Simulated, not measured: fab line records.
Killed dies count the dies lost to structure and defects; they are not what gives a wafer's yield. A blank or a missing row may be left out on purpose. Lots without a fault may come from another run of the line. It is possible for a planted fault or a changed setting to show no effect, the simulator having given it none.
What tool caused it? ; flow n5 finfet ; 24 lots with 72 wafers sampled at 5 steps, on a route of 1938 steps

WHAT EACH GAUGE READ, for each wafer
N5_BEOL_M9_INSPECT_13: inspects for defects (brightfield).
lot;measured;on;raw defect count
L074;day 9 21:45;defect inspect-02;355 415 615
L076;day 10 03:32;defect inspect-02;437 289 354
L075;day 10 08:43;defect inspect-02;371 408 455
L077;day 10 14:39;defect inspect-02;320 289 303
L078;day 10 17:40;defect inspect-02;337 400 529
L079;day 11 02:41;defect inspect-02;296 335 482
L080;day 11 06:26;defect inspect-02;354 420 366
L081;day 11 19:07;defect inspect-02;377 354 357
L083;day 12 01:16;defect inspect-01;211 389 254
L082;day 12 04:33;defect inspect-01;372 560 326
L084;day 12 11:16;defect inspect-01;366 398 495
L088;day 13 04:58;defect inspect-02;356 340 362
L085;day 13 05:13;defect inspect-02;505 520 464
L086;day 13 05:31;defect inspect-01;312 383 298
L091;day 13 10:58;defect inspect-02;301 417 306
L087;day 13 11:35;defect inspect-02;324 394 425
L090;day 13 15:09;defect inspect-02;309 225 378
L089;day 13 18:30;defect inspect-01;313 352 386
L092;day 14 17:35;defect inspect-02;347 559 375
L094;day 14 17:44;defect inspect-02;350 332 386
L093;day 14 21:17;defect inspect-02;300 413 339
L095;day 15 00:27;defect inspect-01;359 439 408
L096;day 15 14:50;defect inspect-02;372 358 308
L097;day 15 15:09;defect inspect-01;377 386 473

N5_BEOL_M9_OVL_MEAS_29.
lot;measured;on;V8_OVL (nm)
L074;day 9 23:10;overlay-02;0.7 -0.6 0.2
L076;day 10 04:21;overlay-01;0.2 0.1 0.1
L075;day 10 10:13;overlay-02;0.0 -0.6 -0.1
L077;day 10 16:17;overlay-01;0.7 0.6 0.0
L078;day 10 19:43;overlay-02;0.1 0.0 -0.2
L079;day 11 04:56;overlay-01;-0.3 -0.1 -0.4
L080;day 11 07:29;overlay-02;0.2 0.3 0.0
L081;day 11 23:07;overlay-02;-0.6 -0.6 -0.3
L083;day 12 03:22;overlay-02;-0.8 -0.2 0.8
L082;day 12 06:02;overlay-01;0.5 -0.3 -1.0
L084;day 12 12:40;overlay-01;-1.0 -0.7 0.3
L088;day 13 07:31;overlay-01;-1.0 -1.0 -1.2
L085;day 13 07:08;overlay-02;0.0 0.2 0.5
L086;day 13 07:22;overlay-01;-0.8 -0.4 0.1
L091;day 13 13:23;overlay-02;0.9 -0.2 0.4
L087;day 13 13:26;overlay-01;1.5 0.8 0.4
L090;day 13 17:11;overlay-01;-0.3 1.2 0.3
L089;day 13 20:16;overlay-02;-0.9 -1.6 -1.9
L092;day 14 19:47;overlay-01;0.1 0.3 -0.9
L094;day 14 19:59;overlay-01;-0.3 1.1 -0.1
L093;day 14 23:13;overlay-01;0.6 1.1 -0.3
L095;day 15 01:28;overlay-01;0.3 -0.5 -0.4
L096;day 15 16:55;overlay-01;-0.6 -0.7 0.2
L097;day 15 17:05;overlay-01;0.8 0.7 0.1

WHICH TOOL RAN EACH LOT (tool, then ch and the chambers of the sampled wafers, then the start)
lot;N5_BEOL_M9_CURE_71;N5_BEOL_M9_ETCH_61;N5_BEOL_M9_STRIP_67
L074;uv cure-02 ch 2, day 9 19:22;rie diel-04 ch 0,1,3, day 9 22:10;rie diel-04 ch 0,1,3, day 9 22:22
L076;uv cure-01 ch 2, day 10 01:27;rie diel-04 ch 0,1,3, day 10 03:36;rie diel-04 ch 0,1,3, day 10 03:47
L075;uv cure-01 ch 0, day 10 06:34;rie diel-01 ch 1,2,3, day 10 08:47;rie diel-01 ch 1,2,3, day 10 08:59
L077;uv cure-02 ch 2, day 10 12:12;rie diel-04 ch 0,1,3, day 10 14:43;rie diel-04 ch 0,1,3, day 10 14:55
L078;uv cure-02 ch 1, day 10 15:12;rie diel-05 ch 0,1,3, day 10 17:43;rie diel-05 ch 0,1,3, day 10 17:55
L079;uv cure-01 ch 0, day 11 00:05;rie diel-01 ch 1,3, day 11 02:45;rie diel-01 ch 1,3, day 11 02:57
L080;uv cure-02 ch 0, day 11 04:25;rie diel-04 ch 1,3, day 11 06:31;rie diel-04 ch 1,3, day 11 06:43
L081;uv cure-02 ch 2, day 11 16:45;rie diel-04 ch 0,1, day 11 19:34;rie diel-04 ch 0,1, day 11 19:46
L083;uv cure-01 ch 2, day 11 21:38;rie diel-05 ch 0,1, day 12 01:22;rie diel-05 ch 0,1, day 12 01:34
L082;uv cure-02 ch 1, day 12 03:19;rie diel-04 ch 0,1,3, day 12 04:37;rie diel-04 ch 0,1,3, day 12 04:49
L084;uv cure-01 ch 2, day 12 08:11;rie diel-01 ch 1,2,3, day 12 11:20;rie diel-01 ch 1,2,3, day 12 11:32
L088;uv cure-02 ch 0, day 13 01:20;rie diel-05 ch 0,1,2, day 13 05:02;rie diel-05 ch 0,1,2, day 13 05:14
L085;uv cure-02 ch 0, day 13 01:49;rie diel-05 ch 0,1,2, day 13 05:17;rie diel-05 ch 0,1,2, day 13 05:29
L086;uv cure-02 ch 1, day 13 04:05;rie diel-01 ch 0,1, day 13 05:35;rie diel-01 ch 0,1, day 13 05:47
L091;uv cure-02 ch 1, day 13 09:08;rie diel-04 ch 0,1,2, day 13 11:02;rie diel-04 ch 0,1,2, day 13 11:14
L087;uv cure-01 ch 1, day 13 09:12;rie diel-05 ch 0,1,2, day 13 11:44;rie diel-05 ch 0,1,2, day 13 11:56
L090;uv cure-01 ch 0, day 13 12:25;rie diel-01 ch 0,1,2, day 13 15:13;rie diel-01 ch 0,1,2, day 13 15:25
L089;uv cure-01 ch 2, day 13 14:58;rie diel-04 ch 0,1,3, day 13 18:44;rie diel-04 ch 0,1,3, day 13 18:56
L092;uv cure-02 ch 2, day 14 13:28;rie diel-01 ch 0,3, day 14 17:39;rie diel-01 ch 0,3, day 14 17:50
L094;uv cure-01 ch 1, day 14 13:34;rie diel-05 ch 1,2,3, day 14 17:49;rie diel-05 ch 1,2,3, day 14 18:01
L093;uv cure-01 ch 1, day 14 19:31;rie diel-01 ch 0,3, day 14 21:22;rie diel-01 ch 0,3, day 14 21:34
L095;uv cure-01 ch 1, day 14 22:07;rie diel-04 ch 0,1,2, day 15 00:36;rie diel-04 ch 0,1,2, day 15 00:47
L096;uv cure-02 ch 2, day 15 11:26;rie diel-01 ch 1,2,3, day 15 15:05;rie diel-01 ch 1,2,3, day 15 15:17
L097;uv cure-02 ch 2, day 15 13:02;rie diel-05 ch 1,2,3, day 15 15:17;rie diel-05 ch 1,2,3, day 15 15:29
- N5_BEOL_M9_CURE_71: cures SiCOH lowk, time 240 s.
- N5_BEOL_M9_ETCH_61: etches SiARC in CF4, target depth 39 nm, time 65 s.
- N5_BEOL_M9_STRIP_67: strips in CF4.

AS READ BY THE TOOLS THEMSELVES (means over the sampled wafers that have a number; for cases with no such wafer, the mark the record gives instead)
N5_BEOL_M9_CURE_71.
lot;tool;lamp power pct (%);wafer_temp_C_max
L074;uv cure-02;52.33;386.8
L076;uv cure-01;52.27;387.2
L075;uv cure-01;52.25;387.3
L077;uv cure-02;52.28;386.2
L078;uv cure-02;52.33;386.7
L079;uv cure-01;52.31;387.2
L080;uv cure-02;52.28;387.1
L081;uv cure-02;52.31;386.3
L083;uv cure-01;52.32;387.2
L082;uv cure-02;52.35;386.5
L084;uv cure-01;52.32;386.8
L088;uv cure-02;52.35;388.0
L085;uv cure-02;52.38;387.0
L086;uv cure-02;52.24;386.6
L091;uv cure-02;52.32;386.2
L087;uv cure-01;52.29;386.9
L090;uv cure-01;52.27;388.1
L089;uv cure-01;52.31;386.9
L092;uv cure-02;52.27;386.4
L094;uv cure-01;52.26;386.4
L093;uv cure-01;52.31;386.5
L095;uv cure-01;52.25;386.9
L096;uv cure-02;52.30;386.2
L097;uv cure-02;52.34;386.2

N5_BEOL_M9_ETCH_61.
lot;tool;cf4 flow sccm (sccm);drypump motor current A (A);etch rf on time s (s);oes product au (a.u.);rf vpp V (V);showerhead plenum p Torr (Torr);throttle valve pct (%)
L074;rie diel-04;99.77;5.6;62.7;0.73;185.2;2.22;15.51
L076;rie diel-04;99.92;5.6;63.1;0.72;185.5;2.22;15.50
L075;rie diel-01;99.84;5.8;64.7;0.67;184.0;2.11;15.56
L077;rie diel-04;100.14;5.5;63.0;0.72;185.0;2.22;15.51
L078;rie diel-05;100.04;6.1;65.2;0.68;184.5;2.16;15.67
L079;rie diel-01;100.16;6.2;64.8;0.68;183.2;2.11;15.45
L080;rie diel-04;99.88;5.8;63.3;0.76;185.6;2.27;15.45
L081;rie diel-04;100.01;5.6;63.2;0.69;185.1;2.22;15.64
L083;rie diel-05;99.65;6.0;65.7;0.68;183.6;2.11;15.69
L082;rie diel-04;100.22;5.6;62.6;0.71;185.0;2.22;15.54
L084;rie diel-01;99.94;5.8;65.4;0.66;183.5;2.10;15.60
L088;rie diel-05;100.10;5.8;65.6;0.68;184.0;2.13;15.71
L085;rie diel-05;99.99;5.8;65.5;0.67;183.7;2.13;15.71
L086;rie diel-01;100.30;6.1;64.4;0.63;184.6;2.16;15.54
L091;rie diel-04;99.91;5.5;63.8;0.68;185.5;2.22;15.53
L087;rie diel-05;100.05;5.8;66.0;0.68;183.9;2.13;15.73
L090;rie diel-01;99.95;5.9;65.9;0.64;184.0;2.12;15.60
L089;rie diel-04;100.10;5.6;63.4;0.69;185.3;2.21;15.56
L092;rie diel-01;99.78;6.0;64.4;0.62;184.1;2.17;15.63
L094;rie diel-05;99.71;5.9;64.4;0.70;184.2;2.13;15.65
L093;rie diel-01;99.79;6.1;65.2;0.61;184.3;2.17;15.64
L095;rie diel-04;100.21;5.5;63.7;0.68;185.3;2.21;15.56
L096;rie diel-01;100.00;5.8;65.4;0.64;183.1;2.09;15.64
L097;rie diel-05;100.16;5.9;63.3;0.69;183.9;2.13;15.65

N5_BEOL_M9_STRIP_67.
lot;tool;cf4 flow sccm (sccm);drypump motor current A (A);oes product au (a.u.);rf vpp V (V);showerhead plenum p Torr (Torr);throttle valve pct (%)
L074;rie diel-04;150.3;5.5;0.83;272.9;1.87;13.47
L076;rie diel-04;149.9;5.5;0.82;272.2;1.86;13.46
L075;rie diel-01;150.1;5.8;0.79;270.4;1.76;13.51
L077;rie diel-04;149.7;5.5;0.83;272.5;1.86;13.47
L078;rie diel-05;149.5;6.0;0.80;271.4;1.81;13.66
L079;rie diel-01;150.6;6.2;0.79;270.2;1.77;13.43
L080;rie diel-04;150.1;5.8;0.87;273.1;1.90;13.41
L081;rie diel-04;149.5;5.6;0.79;272.6;1.86;13.60
L083;rie diel-05;150.2;6.0;0.81;270.3;1.77;13.65
L082;rie diel-04;149.8;5.6;0.81;273.3;1.86;13.50
L084;rie diel-01;150.2;5.8;0.77;270.0;1.76;13.55
L088;rie diel-05;149.9;5.8;0.80;271.3;1.79;13.69
L085;rie diel-05;149.9;5.8;0.79;271.2;1.79;13.68
L086;rie diel-01;150.2;6.2;0.74;270.8;1.81;13.55
L091;rie diel-04;149.8;5.5;0.79;273.0;1.86;13.51
L087;rie diel-05;150.0;5.8;0.79;270.2;1.79;13.69
L090;rie diel-01;149.3;5.8;0.76;270.2;1.77;13.59
L089;rie diel-04;150.1;5.6;0.79;271.0;1.86;13.54
L092;rie diel-01;150.5;6.1;0.71;270.7;1.81;13.63
L094;rie diel-05;149.6;5.9;0.81;270.7;1.79;13.63
L093;rie diel-01;149.7;6.0;0.72;270.9;1.81;13.65
L095;rie diel-04;149.8;5.5;0.78;271.7;1.85;13.54
L096;rie diel-01;149.6;5.8;0.75;270.4;1.75;13.62
L097;rie diel-05;150.4;5.9;0.81;270.9;1.79;13.65

THE ANSWER, worked out from the rows above alone
Rule: the usual values come from the lots themselves. The widest of any qualifying gaps counts: lots, ordered by their means at a reading, are off when they make up no more than a third of the lots, leave a main group of 4 or more, and stand apart from it by 3 or more times the standard deviation of that group's means. A main group whose means are all the same, to the digits that the tables above print for the reading, isn't used. A lot without any number at a reading at which 4 lots or more have one is off too. All remaining lots with rows at the step are treated as sound. After the gauges, taken in route order, come the tools' own readings; for these a lot's mean is taken, as printed above. The first step at which some lot is off is used, and at that step the reading that is off furthest; a lot without a number counts as furthest.
Nothing can be told from this: no lot is off at any reading shown.

WHAT THE SIMULATOR HAD PUT IN
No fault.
